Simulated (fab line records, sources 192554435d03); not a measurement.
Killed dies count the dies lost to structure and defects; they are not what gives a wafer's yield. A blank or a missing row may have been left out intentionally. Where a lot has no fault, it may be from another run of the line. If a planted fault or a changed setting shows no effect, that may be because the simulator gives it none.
fab line records	flow n5_finfet
record lots=4	wafers=12	last_day=13
route steps=1938 shown SD_EPI_P@318 SD_ACTIVATION@330 ILD0@335 SDB@347 BEOL_M4@1111 PASSIVATION@1936
lots that met no fault: taken from a fault-free run of the same line
start_h: the number of hours between the record's first day and the start of the first shown wafer of the lot	wait_h: time in hours since the lot's previous step	" repeats the value in the row above	L1.1+2: a row that stands for several wafers	- no value, or no start was given	* or withheld: withheld	< > ~ a bound
route shown NAME@n: a module of which the file shows steps, and the number in the route of the first	usual: average and standard deviation across the fault-free wafers	same: alike in all rows	chamber/n: place in a boat	sites: readings site by site	_std_site: the standard deviation of these	_edge_site: mean of outer sites minus mean of inner sites	radius_mm: how far each site lies from the wafer's centre	mask NAME#n: copy n	behind: the tool/chamber that last shaped the wafer	hold: why the lot went on hold/how many hours it stayed there/how the hold came to an end	device: whichever transistor did not switch (one of n, p or np)	end of line: tests run on the same wafers once the route is complete	a step with no rows: only its recipe	killed: dies lost to structure and defects at the first sort, not the wafer's yield	map: shows each die of a wafer: x if killed, . if not, _ if none is there
set.NAME: the setting that was run; set.NAME@STEP: the one run at that earlier step	model.NAME: the simulator's own value behind a step, which no gauge read
lots at selected steps of the route; one table per step, one row per wafer
## steps
# step N5_SD_EPI_P_SRD_20
# recipe dry=ipa_marangoni	do_ppb=5	time_s=30	temp_c=23	rinse_liquid=diw
# step N5_SD_EPI_P_PRECLEAN_51
# recipe chemistry=NF3:NH3	afs_cycles=1	temp_c=30	time_s=20	sublimation_temp_c=180	sublimation_time_s=60	pressure_torr=3	rf_power_w=30
# step N5_SD_EPI_P_VAPOR_ETCH_44
# recipe chemistry=NF3/Ar	target=SiGe30	temp_c=25	time_s=3.3	mode=isotropic
# step N5_SD_EPI_P_EPI_21
# recipe material=SiGe:B	dopant=B	temp_c=550	pressure_torr=20	ambient=H2	time_s=355
# step N5_SD_EPI_P_HM_STRIP_48
# recipe chemistry=H3PO4	temp_c=160	material=SiNx	target=SiNx	target_depth_a=30	overetch_fraction=0.3
# step N5_SD_EPI_P_SRD_49
# recipe dry=ipa_marangoni	time_s=30	temp_c=23	rinse_liquid=diw
# step N5_SD_EPI_P_PRECLEAN_24
# recipe chemistry=O3/DIW	time_s=45	temp_c=22	o3_ppm=10
# step N5_SD_EPI_P_PRECLEAN_32
# recipe chemistry=dHF	time_s=10	dilution=500:1	temp_c=25
# step N5_SD_EPI_P_PRECLEAN_33
# recipe chemistry=SC2	time_s=45	temp_c=35	mix=1:1:50
# step N5_SD_EPI_P_SRD_25
# recipe time_s=30	temp_c=23	rinse_liquid=diw	dry=ipa_marangoni
# step N5_SD_ACTIVATION_RTA_00
# recipe temp_c=975	time_s=0	ambient=N2	idle_temp_c=600	ramp_up_c_per_s=150	ramp_down_c_per_s=60	cool_to_c=600
# usual lamp_power_pct=8.95/0.048	lamp_zone_1_pct=8.948/0.026	lamp_zone_2_pct=8.951/0.023	lamp_zone_3_pct=8.951/0.025	lamp_zone_4_pct=8.950/0.023	lamp_zone_5_pct=8.953/0.025	lamp_zone_6_pct=8.876/0.023	lamp_zone_7_pct=9.348/0.027	wafer_temp_C_max=974.9/2
lot.wafer	tool	chamber	start_h	wait_h	lamp_power_pct	lamp_zone_1_pct	lamp_zone_2_pct	lamp_zone_3_pct	lamp_zone_4_pct	lamp_zone_5_pct	lamp_zone_6_pct	lamp_zone_7_pct	wafer_temp_C_max
L751.1	rtp_anneal-02	0	75.71	0.0	8.96	8.971	8.961	8.945	8.959	8.940	8.859	9.318	973.5
L751.5	"	0	"	"	8.91	8.966	8.959	8.968	8.949	8.962	8.863	9.376	973.9
L751.6	"	0	"	"	8.99	8.972	8.977	8.973	8.944	8.989	8.866	9.352	976.1
L752.1	rtp_anneal-02	0	80.70	0.0	9.58	9.470	9.501	9.554	9.512	9.517	9.453	9.909	973.6
L752.3	"	0	"	"	9.55	9.519	9.553	9.552	9.589	9.522	9.466	9.962	976.0
L752.5	"	0	"	"	9.64	9.567	9.518	9.504	9.532	9.533	9.446	9.955	974.9
L753.1	rtp_anneal-01	0	87.05	0.1	8.89	8.974	8.945	8.958	8.954	8.944	8.869	9.301	976.3
L753.2	"	0	"	"	8.94	8.907	8.969	8.954	8.956	8.997	8.862	9.361	973.3
L753.3	"	0	"	"	8.95	8.964	8.961	8.915	8.978	8.958	8.880	9.335	979.3
L755.1	rtp_anneal-02	0	101.44	0.2	9.52	9.536	9.543	9.533	9.486	9.600	9.444	9.959	976.2
L755.4	"	0	"	"	9.54	9.570	9.525	9.550	9.481	9.540	9.449	9.997	972.1
L755.6	"	0	"	"	9.56	9.519	9.524	9.556	9.537	9.578	9.474	9.966	976.8
# step N5_SD_ACTIVATION_LSA_01
# recipe temp_c=1080	time_s=0.0008	ambient=N2
# step N5_ILD0_LINER_00
# recipe material=SiNx	target_thk_a=40	temp_c=400	ald_precursor_family=SiH2I2	ald_co_reactant=N2/H2-plasma	pulse_time_s=1	purge_time_s=2	co_reactant_purge_time_s=2	ald_cycles=80	pressure_torr=2
# step N5_ILD0_FCVD_FILL_01
# recipe material=SiO2_flowable	target_thk_a=2000	temp_c=100	pressure_torr=0.8	rf_w=2000	time_s=328.3
# step N5_ILD0_CURE_02
# recipe temp_c=450	time_s=1800	ambient=steam	idle_temp_c=400	ramp_up_c_per_min=5	ramp_down_c_per_min=3	densification_p_h2o_torr=640
# step N5_ILD0_CMP_03
# recipe stop_on=SiNx	t_overpolish_s=1.9	post_cmp_clean=alkaline_brush	down_force_psi=4.1491	platen_rpm=51.796	pad_velocity_m_s=1.0306	target_thk_nm=197.38
# step N5_ILD0_CMP_07
# recipe stop_on=poly-Si	material=SiO2_flowable	t_overpolish_s=1.18	post_cmp_clean=alkaline_brush	down_force_psi=4.1491	platen_rpm=51.796	pad_velocity_m_s=1.0306	target_thk_nm=138.88
# step N5_ILD0_PRECLEAN_10
# recipe chemistry=NF3:NH3	afs_cycles=5	time_s=20	temp_c=30	sublimation_temp_c=180	sublimation_time_s=60	pressure_torr=3	rf_power_w=30
# step N5_ILD0_ALD_15
# recipe material=SiNx	target_thk_a=240	temp_c=400	ald_precursor_family=SiH2I2	ald_co_reactant=N2/H2-plasma	pulse_time_s=1	ald_cycles=480	purge_time_s=2	co_reactant_purge_time_s=2	pressure_torr=2
# step N5_ILD0_CMP_12
# recipe stop_on=poly-Si	material=SiNx	t_overpolish_s=6	post_cmp_clean=alkaline_brush	down_force_psi=2.5	platen_rpm=51.8	pad_velocity_m_s=1.0307	target_thk_nm=17.67
# step N5_SDB_HM_DEP_00
# recipe material=SiNx	target_thk_a=400	temp_c=400	precursor=SiH4/NH3/N2	pressure_torr=1.5	rf_w=300	time_s=35.3
# step N5_SDB_COAT_03
# recipe resist=SOC	temp_c=250	time_s=60	spin_rpm=1500	resist_thk_nm=100
# step N5_SDB_COAT_04
# recipe resist=SiARC	temp_c=220	time_s=60	spin_rpm=1500	resist_thk_nm=18
# step N5_SDB_COAT_05
# recipe resist=CAR-ArF	spin_rpm=1500	resist_thk_nm=90
# step N5_SDB_EBR_07
# recipe solvent=PGMEA	ebr_width_mm=1.5
# step N5_SDB_SOFTBAKE_06
# recipe temp_c=110	time_s=60	resist=CAR-ArF
# step N5_SDB_EXPOSE_08
# recipe mask_id=SDB	na=1.35	source_shape=conventional	sigma_outer=0.5	polarization=unpolarized	dose_mj=49.6
# step N5_SDB_PEB_09
# recipe peb_temp_c=withheld	peb_time_s=60	resist=CAR-ArF
# step N5_SDB_DEVELOP_10
# recipe develop_time_s=30	developer=TMAH	resist=CAR-ArF	rinse_liquid=diw	dry=air_spin	dev_temp_c=23
# step N5_SDB_DESCUM_16
# recipe chemistry=O2	time_s=7.9	source_power_w=50	bias_power_w=20	pressure_mtorr=20	rf_frequency_hz=2.712e+07	temp_c=40	resist=CAR-ArF	o2_flow_sccm=225
# step N5_BEOL_M4_RC_MEAS_101
# usual DIBL_N=35.9/1.7	DIBL_P=35.8/2.2	IOFF_N=0.15/0.03	IOFF_N_85C=3.0/0.5	IOFF_N_LIN=0.072/0.012	IOFF_N_LONG=5.53e-05/2.1e-06	IOFF_P=0.21/0.036	IOFF_P_85C=3.6/0.52	IOFF_P_LIN=0.098/0.013	ION_N=674/12	ION_P=463/7.2	REXT_N=75.6/1.8	REXT_P=100.0/2.4	SS_N=71.3/0.59	SS_P=73.1/0.69	VT_N=250/3	VT_N_LVT=98/3.3	VT_P=-251/3.2	VT_P_LVT=-99.0/2.9
lot.wafer	tool	chamber	start_h	wait_h	DIBL_N[mV/V]	DIBL_P[mV/V]	IOFF_N[nA/um]	IOFF_N_85C[nA/um]	IOFF_N_LIN[nA/um]	IOFF_N_LONG[nA/um]	IOFF_P[nA/um]	IOFF_P_85C[nA/um]	IOFF_P_LIN[nA/um]	ION_N[uA/um]	ION_P[uA/um]	REXT_N[ohm.um]	REXT_P[ohm.um]	SS_N[mV/dec]	SS_P[mV/dec]	VT_N[mV]	VT_N_LVT[mV]	VT_P[mV]	VT_P_LVT[mV]
L751.1	prober-01	0	184.11	0.0	35.1	33.7	0.13	2.7	0.065	5.7e-05	0.19	3.5	0.095	681	469	74.7	97.3	71.0	72.8	252	100	-251	-98.7
L751.5	"	0	"	"	37.1	35.6	0.17	3.2	0.077	5.66e-05	0.21	3.7	0.100	675	460	76.3	99.7	70.9	73.4	248	96	-249	-98.6
L751.6	"	0	"	"	35.3	33.7	0.14	2.8	0.067	5.77e-05	0.19	3.4	0.095	681	468	74.0	96.8	70.5	72.7	250	98	-249	-99.5
L753.1	prober-02	0	185.90	0.0	36.4	37.1	0.17	3.2	0.081	5.46e-05	0.26	4.2	0.119	685	474	74.4	98.6	71.4	73.4	246	96	-246	-93.7
L753.2	"	0	"	"	37.4	37.6	0.17	3.3	0.079	5.43e-05	0.24	4.1	0.113	664	457	74.8	100.1	71.2	73.0	250	99	-246	-96.5
L753.3	"	0	"	"	36.4	36.1	0.15	3.0	0.074	5.62e-05	0.22	3.8	0.108	683	473	73.2	98.3	71.6	73.2	249	98	-245	-96.7
L752.1	prober-01	0	186.03	0.0	56.4	42.4	1.10	15.8	0.356	6.68e-05	0.39	6.1	0.160	790	490	61.5	94.4	75.4	74.3	221	65	-242	-87.2
L752.3	"	0	"	"	58.4	41.8	1.24	17.4	0.346	6.88e-05	0.40	6.3	0.163	794	496	61.0	91.5	76.5	74.9	219	65	-240	-85.5
L752.5	"	0	"	"	57.5	43.3	1.20	16.6	0.376	6.73e-05	0.43	6.8	0.173	786	495	62.2	93.2	76.0	74.9	220	64	-241	-85.1
L755.1	prober-02	0	216.42	0.0	61.6	46.2	1.77	23.2	0.466	7.02e-05	0.49	7.5	0.194	812	502	59.5	92.1	78.2	75.4	215	63	-238	-85.7
L755.4	"	0	"	"	60.3	45.9	1.70	22.4	0.480	6.91e-05	0.50	7.5	0.196	812	498	60.0	93.4	77.0	74.8	213	62	-237	-86.4
L755.6	"	0	"	"	61.6	45.1	1.81	23.8	0.428	6.95e-05	0.44	6.8	0.179	810	498	59.6	93.6	79.0	74.8	217	65	-239	-87.8
# step N5_PASSIVATION_PROBE_49
# usual defect_limited_yield=91.0/1.5	killed_at_M0_to_M3=35/12	killed_at_M4_up=15/5.8	killed_at_contacts=14/7.2	killed_at_front_end=40/10	killed_at_other=3/3	killed_dies=106/18	killed_open=68/14	killed_short=35/7.2	sort_bin_4_leakage=0.00/0.0071	sort_bin_5_function=5.2/0.96	sort_bin_6_memory=3.3/0.69	sort_n_pass=1074/18	sort_yield_pct=91.0/1.5
# same gross_dies=1180	killed_at_back_side=0	sort_bin_8_speed[%]=0
lot.wafer	tool	chamber	start_h	wait_h	defect_limited_yield[%]	killed_at_M0_to_M3	killed_at_M4_up	killed_at_contacts	killed_at_front_end	killed_at_other	killed_dies	killed_open	killed_short	sort_bin_4_leakage[%]	sort_bin_5_function[%]	sort_bin_6_memory[%]	sort_n_pass	sort_yield_pct[%]
L752.1	prober-02	-	288.47	0.0	90.7	24	24	10	46	6	110	74	35	90.68	4.9	4.1	0	0
L752.3	prober-02	-	288.57	0.1	94.1	28	4	12	25	1	70	49	18	94.07	3.4	2.3	0	0
L752.5	prober-02	-	288.67	0.2	91.9	23	16	13	42	1	95	52	42	91.95	4.7	3.3	0	0
L753.1	prober-01	-	293.12	0.1	93.1	28	8	13	30	2	81	51	27	0	3.4	3.1	1099	93.1
L753.2	prober-01	-	293.17	0.2	92.1	49	10	12	19	3	93	55	34	0	5.6	2.2	1087	92.1
L753.3	prober-01	-	293.22	0.2	90.2	67	14	8	27	0	116	65	49	0	5.8	3.4	1064	90.2
L755.1	prober-01	-	315.28	0.0	91.3	24	20	5	52	2	103	70	32	91.27	5.7	3.0	0	0
L755.4	prober-01	-	315.43	0.2	91.1	33	13	5	52	2	105	62	39	91.10	5.0	3.2	0	0
L755.6	prober-01	-	315.53	0.3	91.1	33	12	6	50	4	105	67	36	91.10	5.1	3.5	0	0
# killed by level:class
L752.1 BEOL_M4:geometric_particle:open=11 FIN_SAQP:geometric_particle:open=10 FIN_SAQP:geometric_particle:short=8 STI_FIN_REVEAL:geometric_particle:open=7 MOL_CONTACT_COAG:geometric_particle:open=7 BEOL_M3:geometric_particle:open=7 BEOL_M0_SAQP:geometric_particle:open=6 ILD0:geometric_particle:open=5
L752.3 MOL_CONTACT_COAG:geometric_particle:open=10 STI_FIN_REVEAL:geometric_particle:open=7 BEOL_M2:geometric_particle:open=7 FIN_SAQP:geometric_particle:short=6 BEOL_M0_SAQP:geometric_particle:open=5 BEOL_M4:geometric_particle:open=4 FIN_SAQP:geometric_particle:open=3 ILD0:geometric_particle:open=3
L752.5 FIN_SAQP:geometric_particle:short=18 MOL_CONTACT_COAG:geometric_particle:open=12 GATE_CUT:geometric_particle:short=8 BEOL_M0_SAQP:geometric_particle:open=6 FIN_SAQP:geometric_particle:open=5 BEOL_M4:geometric_particle:open=5 BEOL_M2:geometric_particle:open=5 BEOL_M0_SAQP:geometric_particle:short=4
L753.1 MOL_CONTACT_COAG:geometric_particle:open=12 BEOL_M0_SAQP:geometric_particle:short=10 FIN_SAQP:geometric_particle:open=7 BEOL_M0_SAQP:geometric_particle:open=7 FIN_SAQP:geometric_particle:short=6 BEOL_M3:geometric_particle:open=4 BEOL_M4:geometric_particle:open=4 BEOL_M2:geometric_particle:open=3
L753.2 BEOL_M0_SAQP:geometric_particle:short=11 BEOL_M0_SAQP:geometric_particle:open=10 BEOL_M1:geometric_particle:open=9 MOL_CONTACT_COAG:geometric_particle:open=8 BEOL_M2:geometric_particle:short=6 BEOL_M4:geometric_particle:open=5 DUMMY_GATE:geometric_particle:open=5 MOL_CONTACT_COAG:geometric_particle:short=4
L753.3 BEOL_M0_SAQP:geometric_particle:short=27 BEOL_M0_SAQP:geometric_particle:open=22 MOL_CONTACT_COAG:geometric_particle:open=8 BEOL_M3:geometric_particle:open=7 FIN_SAQP:geometric_particle:short=5 FIN_SAQP:geometric_particle:open=4 DUMMY_GATE:geometric_particle:open=4 BEOL_M1:geometric_particle:open=3
L755.1 STI_FIN_REVEAL:geometric_particle:open=20 BEOL_M4:geometric_particle:open=9 FIN_SAQP:geometric_particle:short=6 GATE_CUT:geometric_particle:short=5 MOL_CONTACT_COAG:geometric_particle:open=5 BEOL_M5:geometric_particle:open=5 FIN_SAQP:geometric_particle:open=4 BEOL_M1:geometric_particle:open=4
L755.4 FIN_SAQP:geometric_particle:short=11 FIN_SAQP:geometric_particle:open=9 BEOL_M0_SAQP:geometric_particle:open=8 STI_FIN_REVEAL:geometric_particle:open=7 BEOL_M0_SAQP:geometric_particle:short=7 BEOL_M3:geometric_particle:open=6 STI_FIN_REVEAL:geometric_particle:short=5 MOL_CONTACT_COAG:geometric_particle:open=5
L755.6 STI_FIN_REVEAL:geometric_particle:open=16 BEOL_M0_SAQP:geometric_particle:short=12 BEOL_M0_SAQP:geometric_particle:open=11 FIN_SAQP:geometric_particle:short=8 BEOL_M4:geometric_particle:open=8 FIN_SAQP:geometric_particle:open=6 ILD0:geometric_particle:short=5 MOL_CONTACT_COAG:geometric_particle:open=4
# map L752.1 (x killed, . not)
_________________.........x..________________
______________......x.....x....._____________
___________x.............x.........__________
__________.....xx.........x........._________
________........x.x.....x.....xx...xx._______
_______.....x..x...x...................______
______...................x....x.....x..._____
_____....x...x...........................____
____.x.........x......x.........xx..x.....___
___x...................................x...__
___...xx.....xx............................__
__.....................x..x....x..x........._
__....x...........................x........._
_...............xx...........x...............
_..............................x...x.........
_...........x...........x..x.........x.......
_.x.xx...x..x.......x......x...............xx
_.......x.x.......................x..........
_.....................x.x....................
_........x.........xx......................x.
_..................xx..x.....x.........xx.x..
__.......x.................................._
__...x...............x.........x............_
___.x.........................x............__
___.x........xxx......x............x....x..__
____........................x..x.......x..___
_____............x..x.x......x...........____
______........x........x................_____
_______.x..............x....x..........______
________.......x.......x.............._______
__________.......xx.......x......x.._________
___________........................__________
______________...........x.....x_____________
_________________.......xx...________________
# map L755.4 (x killed, . not)
_________________.....x.....x________________
______________x...x............._____________
___________.....x.x.x..............__________
__________.x............x......x...._________
________.........x.................x.._______
_______x............x..................______
______.........x.......x................_____
_____x.......x..xx....x..................____
____........................x.............___
___......................x........x........__
___.....x.........................x........__
__.......x............x....x..........x....._
__x.........xx....x..............x.........._
_....x.....x..x.................x............
_.....x...............x.x....................
_..........x......x.....................x..x.
_..x..................x.........x....x.......
_................x.......x........xxx........
_...............x......................x.x...
_.x..x....x......................x....x......
_....x......x...x......x.............x.......
__x....x............x....x.........x........_
__......................................x..x_
___....x...........x......x..............x.__
___x.......................................__
____........x..x....x..x..................___
_____........x........x......xx.......x..____
______.......x...........x.............._____
_______..x..........x.x.x.........x....______
________..x....x.................x...._______
__________..x...x.........xx........_________
___________........................__________
______________..........x......._____________
_________________x...........________________
## key
first_sign step=N5_SD_ACTIVATION_RTA_00	reading=lamp_zone_6_pct	direction=up	sigmas=25	usual=*	struck=*
effect step=N5_SD_ACTIVATION_RTA_00	reading=lamp_zone_2_pct	direction=up	sigmas=25	usual=*	struck=*
effect step=N5_BEOL_M4_RC_MEAS_101	reading=IOFF_N	direction=up	sigmas=43	usual=0.15	struck=1.47
effect step=N5_BEOL_M4_RC_MEAS_101	reading=IOFF_N_85C	direction=up	sigmas=34	usual=3.0	struck=19.9
effect step=N5_BEOL_M4_RC_MEAS_101	reading=IOFF_N_LIN	direction=up	sigmas=29	usual=0.072	struck=0.409
effect step=N5_BEOL_M4_RC_MEAS_101	reading=DIBL_N	direction=up	sigmas=13	usual=35.9	struck=59.3
effect step=N5_BEOL_M4_RC_MEAS_101	reading=ION_N	direction=up	sigmas=11	usual=674	struck=801
effect step=N5_BEOL_M4_RC_MEAS_101	reading=VT_N	direction=down	sigmas=11	usual=250	struck=217
effect step=N5_BEOL_M4_RC_MEAS_101	reading=VT_N_LVT	direction=down	sigmas=11	usual=98	struck=64
effect step=N5_BEOL_M4_RC_MEAS_101	reading=SS_N	direction=up	sigmas=9.8	usual=71.3	struck=77.0
effect step=N5_BEOL_M4_RC_MEAS_101	reading=REXT_N	direction=down	sigmas=8.6	usual=75.6	struck=60.6
effect step=N5_BEOL_M4_RC_MEAS_101	reading=IOFF_P	direction=up	sigmas=6.5	usual=0.21	struck=0.44
effect step=N5_BEOL_M4_RC_MEAS_101	reading=IOFF_N_LONG	direction=up	sigmas=6.3	usual=5.53e-05	struck=6.86e-05
effect step=N5_BEOL_M4_RC_MEAS_101	reading=IOFF_P_85C	direction=up	sigmas=6.2	usual=3.6	struck=6.8
effect step=N5_PASSIVATION_PROBE_49	reading=sort_bin_4_leakage	direction=up	sigmas=99+	usual=0.00	struck=91.69
met_at N5_SD_ACTIVATION_RTA_00
struck_wafers L752.1,L752.3,L752.5,L755.1,L755.4,L755.6
onset_between 75.71 80.70
fault kind=process_parameter_drift	tool=rtp_anneal-02	chamber=-	onset_h=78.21	steps=N5_SD_ACTIVATION_RTA_00	channel=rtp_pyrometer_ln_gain	offset=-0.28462	shape=step	end_h=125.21
